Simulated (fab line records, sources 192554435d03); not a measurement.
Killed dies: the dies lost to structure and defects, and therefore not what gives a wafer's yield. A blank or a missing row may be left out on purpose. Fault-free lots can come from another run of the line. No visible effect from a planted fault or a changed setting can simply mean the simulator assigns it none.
Split-lot trial ; flow n5-finfet ; 7 lots, 21 wafers read, on a route of 1938 steps

== SPLIT DETAILS ==
At N5_BEOL_M0_SAQP_PECVD_04 (deposits a-Si from SiH4/He, target thk 60 nm, time 60.2 s), the setting time-s was moved away from the recipe's 60.2 s on 4 of the 21 wafers read, by -4.9% to +6.3%. This setting was run at the recipe's value on the other wafers.

== FROM THE SPLIT TO THE READING: what the file shows between them, 9 steps ==
- N5_BEOL_M0_SAQP_THK_MEAS_05
- N5_BEOL_M0_SAQP_EXPOSE_11: exposes mask M0 CORE, target cd 42 nm (also split here: dose-mj)
- N5_BEOL_M0_SAQP_PEB_12: peb time 60 s
- N5_BEOL_M0_SAQP_DEVELOP_13: develop time 30 s
- N5_BEOL_M0_SAQP_CD_MEAS_14: target cd 42.5 nm
- N5_BEOL_M0_SAQP_ETCH_84: etches SOC in N2/H2, target depth 100 nm, overetch 20 nm, time 150 s
- N5_BEOL_M0_SAQP_STRIP_80: strips in N2/H2
- N5_BEOL_M0_SAQP_HM_OPEN_112: chemistry CHF3/O2, target SiO2, stops on a-Si, target depth 12 nm, time 13.5 s
- N5_BEOL_M0_SAQP_STRIP_113: strips in CHF3/O2

== THE READING ==
etch.depth-nm (the simulator's own value, which no gauge read), in nm, at N5_BEOL_M0_SAQP_MANDREL_ETCH_20 (etches a-Si in HBr/Cl2, stops on SiNx, target depth 60 nm, bt time 10 s, time 30 s). The file gives no usual value for it. Here, 17 wafers ran the recipe; their average is 60.12 nm with a standard deviation of 0.7 nm.

wafer;tool, chamber at the split;time-s as run, s;against the recipe;etch.depth-nm, nm;against lot-mates on the recipe
L081.1;pecvd-01, 2;60.2;recipe;59.04;-
L081.2;pecvd-01, 1;60.2;recipe;59.93;-
L081.4;pecvd-01, 2;60.2;recipe;60.65;-
L083.1;pecvd-01, 0;60.2;recipe;59.48;-
L083.2;pecvd-01, 2;60.2;recipe;59.22;-
L083.5;pecvd-01, 2;60.2;recipe;60.27;-
L084.1;pecvd-02, 0,2;60.2;recipe;60.38;-
L084.5;pecvd-02, 0,2;60.2;recipe;60.45;-
L084.6;pecvd-02, 1;60.2;recipe;61.44;-
L086.2;pecvd-02, 1;60.2;recipe;58.78;-
L086.3;pecvd-02, 2;63.97;+6.3%;62.78;+4.00
L086.4;pecvd-02, 0;63.97;+6.3%;63.67;+4.89
L088.1;pecvd-02, 2;60.2;recipe;59.69;-
L088.3;pecvd-02, 1;57.24;-4.9%;56.36;-3.48
L088.6;pecvd-02, 2;60.2;recipe;59.99;-
L091.4;pecvd-04, 2;60.2;recipe;60.68;-
L091.5;pecvd-04, 1;57.83;-3.9%;58.15;-2.62
L091.6;pecvd-04, 0;60.2;recipe;60.87;-
L093.1;pecvd-01, 2;60.2;recipe;60.3;-
L093.3;pecvd-01, 1;60.2;recipe;59.82;-
L093.5;pecvd-01, 2;60.2;recipe;60.98;-
Where a row lists several chambers, the file gives one row for several wafers and doesn't say which wafer went through which chamber.

THE FIT
A straight line over all 21 wafers: etch.depth-nm changes by +0.554 nm for each +1% of time-s; r = +0.88; the points scatter about the line by 0.73 nm.
The same after taking each lot's own level away (the mean of its wafers on the recipe; 21 wafers): +0.703 nm for each +1%; r = +0.97; scatter 0.45 nm.
Per that fit: largest time-s move, reading shift of 4.4 nm.
The lots' own levels span 58.780 to 60.775 nm, that is 2.8 times the standard deviation above.
So the lot-to-lot level changes the slope: the two fits differ.
Check: with one of the wafers moved furthest among these (+6.3%) left out of the fit, the line predicts +4.65 nm for it against its lot-mates. It came out at +4 nm against them.

== FURTHER SPLITS ON THESE WAFERS ==
Other splits were also applied to these wafers ahead of the reading. Each is held against what the fit with the lots' levels taken away leaves over:
other split on the same wafers;wafers away from the commonest value;r with etch.depth-nm (lot level and that fit taken away)
N5_SDB_ETCH_18 time-s;5;+0.27
N5_HKMG_FIN_HK_ALD_01 ald-cycles;7;+0.07
N5_HKMG_FIN_NWFM_ALD_20 ald-cycles;4;+0.12
N5_MOL_CONTACT_COAG_ETCH_105 bias-w;6;+0.52
N5_MOL_CONTACT_COAG_CONTACT_ETCH_14 source-w;8;-0.12
N5_BEOL_M0_SAQP_EXPOSE_11 dose-mj;4;+0.23

== THE WHOLE CHAIN: every reading that the file lists as answering this split, in the file's order ==
step;what it does;reading;change (the file's fit);r (the file's)
N5_BEOL_M0_SAQP_PECVD_04;deposits a-Si from SiH4/He, target thk 60 nm, time 60.2 s;a-Si_of_BEOL_M0_SAQP_PECVD_04.thk-nm (the simulator's own value, which no gauge read);+0.7 nm for each +1% of the setting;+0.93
N5_BEOL_M0_SAQP_THK_MEAS_05;;thk-nm;withheld for each +1% of the setting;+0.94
N5_BEOL_M0_SAQP_HM_OPEN_112;chemistry CHF3/O2, target SiO2, stops on a-Si, target depth 12 nm, time 13.5 s;a-Si_of_BEOL_M0_SAQP_PECVD_04.thk-nm (the simulator's own value, which no gauge read);+0.686 nm for each +1% of the setting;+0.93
N5_BEOL_M0_SAQP_MANDREL_ETCH_20;etches a-Si in HBr/Cl2, stops on SiNx, target depth 60 nm, bt time 10 s, time 30 s;etch.depth-nm (the simulator's own value, which no gauge read);+0.701 nm for each +1% of the setting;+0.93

== FILE'S OWN FIT ==
etch.depth-nm changes by +0.701 nm for each +1% of time-s, r = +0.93.
